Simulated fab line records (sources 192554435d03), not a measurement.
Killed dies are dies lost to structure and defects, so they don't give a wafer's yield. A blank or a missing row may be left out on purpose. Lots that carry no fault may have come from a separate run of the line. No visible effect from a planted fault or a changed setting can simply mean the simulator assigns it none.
Matching of chambers	flow n5Finfet	rieDiel-02 running N5_BEOL_M15_TRENCH_ETCH_34: 4 sister chambers
The step etches SiO2 in C4F8/O2/Ar, target depth 872.93 nm, time 199 s. 14 wafers are shown with their chamber, then 7 later ones without.

## WAFERS PAIRED WITH THEIR CHAMBERS
wafer	chamber	rfVppV (V)	showerheadPlenumPTorr (Torr)	drypumpMotorCurrentA (A)
L082.1	0	2246	3.49	5.4
L082.3	1	2219	3.26	6.1
L082.4	2	2295	3.39	5.5
L083.2	1	2221	3.26	6.0
L083.3	0	2245	3.49	5.4
L083.6	1	2219	3.26	6.0
L086.2	0	2245	3.49	5.4
L086.4	3	2155	3.35	5.7
L086.5	3	2154	3.35	5.7
L076.3	1	2219	3.26	6.0
L076.4	2	2294	3.38	5.5
L076.6	1	2218	3.26	6.0
L092.1	0	2243	3.48	5.4
L092.2	3	2153	3.35	5.7

SIGNATURES, as means of the wafers listed above
reading	chamber 0	chamber 1	chamber 2	chamber 3	scatter within a chamber
rfVppV	2244.75	2219.20	2294.50	2154.00	1.1
showerheadPlenumPTorr	3.4875	3.2600	3.3850	3.3500	0.00354
drypumpMotorCurrentA	5.400	6.020	5.500	5.700	0.0283
Rule: for a wafer and a chamber, the distance is found by dividing, reading by reading, the gap between the wafer's reading and the chamber's mean by the reading's scatter, squaring, summing and taking the root. The wafer belongs to the nearest chamber; if the next one is less than 2 further off, it can't be placed. How the scatter is found: for the shown wafers, subtract from each reading the mean of its chamber, square and add these, divide the total by (wafers less chambers), then take the root.

## WAFERS WITH NO CHAMBER GIVEN
wafer	rfVppV (V)	showerheadPlenumPTorr (Torr)	drypumpMotorCurrentA (A)
L092.4	2293	3.38	5.5
L093.2	2292	3.37	5.5
L093.4	2220	3.25	6.0
L093.6	2294	3.37	5.5
L097.1	2293	3.37	5.5
L097.5	2219	3.25	6.0
L097.6	2293	3.37	5.5

## WHICH CHAMBER EACH WENT THROUGH
wafer	from the rows above	in truth
L092.4	2	2
L093.2	2	2
L093.4	1	1
L093.6	2	2
L097.1	2	2
L097.5	1	1
L097.6	2	2
Correctly placed: 7 of 7. Not placeable from these rows: 0. Placed wrongly: 0.
